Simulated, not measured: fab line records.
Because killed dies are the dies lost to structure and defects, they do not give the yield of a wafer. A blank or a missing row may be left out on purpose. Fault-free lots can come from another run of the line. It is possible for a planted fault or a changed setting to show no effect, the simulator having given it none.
Problem report, 8D (eight disciplines) form, completed by code -- flow nand-harc -- the parts of the form that need people (team, actions taken, sign-off) are left out

== 1. PROBLEM STATEMENT ==
NHARC_END_SORT_01, killed-at-array: mean 672 over 1 wafer from 1 lot; wafers with no fault: 55, standard deviation 17. Relative to the usual mean, that is a shift of +36 standard deviations.
First seen on wafer L856.1, day 29 14:52, on prober-02. The record holds 3 wafers of 1 lot with a number at this step. By rule, "out" or "out of limits" means more than 4 standard deviations away from the usual mean. The rest of the wafers with a number are treated as sound.

== 2. WHAT IT IS, AND WHAT IT ISN'T ==
question,is,is not
which readings at this step,"killed-at-array, defect-limited-yield, killed-dies","killed-at-other, killed-at-periphery, killed-open"
which lots,L856,-
which wafers of those lots,L856.1,"L856.4, L856.5"
read on which gauges,prober-02,-
when,from day 29 14:52,up to then (0 sound wafers); but 2 sound wafers of L856 came after

== 3. SUSPECTS, AND WHAT RULES EACH OUT ==
Counting: if a tool at a process step up to the reading ran every lot that is out, it stays a suspect. Sound lots after the first of them don't rule it out here, since some wafers of a struck lot are sound.
- the gauge at NHARC_END_SORT_01: kept. All the wafers that are out were read on prober-02, and no step on other tools shows them out.
- pvd-sputter-03 at NHARC_A_BONDPAD_PVD_27 (deposits Cu, target thk 30 nm, time 20.49 s): kept. It ran the lot that is out, L856 (day 28 07:07).
- rie-diel-01 at NHARC_THIN_TSV_DESCUM_35 (chemistry O2, time 3 s): kept. It ran the lot that is out, L856 (day 29 03:53).
The count leaves pvd-sputter-03 at NHARC_A_BONDPAD_PVD_27, rie-diel-01 at NHARC_THIN_TSV_DESCUM_35, and prober-02 at NHARC_END_SORT_01.

== 4. THE CAUSE (what the simulator had put in) ==
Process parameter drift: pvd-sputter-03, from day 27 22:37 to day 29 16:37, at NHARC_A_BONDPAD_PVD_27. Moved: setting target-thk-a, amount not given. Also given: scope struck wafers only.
After counting, 3 suspects remain, this tool included.

== 5. THE EFFECT CHAIN, in route order ==
Each row: a reading whose mean over the struck wafers that have a number lies more than 3 standard deviations from the usual. Readings are gone through only where the record gives a usual standard deviation; hours: the median, over the lots, of the time from a lot's start at the first step in this table giving one to that lot's start at this step; sigmas: the change measured in usual standard deviations.
hours,step,reading,usual,on struck wafers,change,sigmas
0,NHARC_END_SORT_01,defect-limited-yield,91.2 %,0.0,-91.2,-35
0,NHARC_END_SORT_01,killed-at-array,55,672,+617,+36
0,NHARC_END_SORT_01,killed-dies,60,677,+617,+34

== 6. WHAT WOULD HAVE CAUGHT IT SOONER ==
The first out-of-limits reading at a measuring or inspecting step in this record came at day 29 14:52, 40 hours after the fault's start at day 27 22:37.
No tool reading at NHARC_A_BONDPAD_PVD_27 that has a usual standard deviation in the record was out on any struck wafer, so an alarm limit of 4 standard deviations on those readings would not have fired.
By day 29 14:52 the whole set of lots that are out, 1 in number, had already begun NHARC_A_BONDPAD_PVD_27 on pvd-sputter-03. None of them would have been spared by holding the tool at that moment.
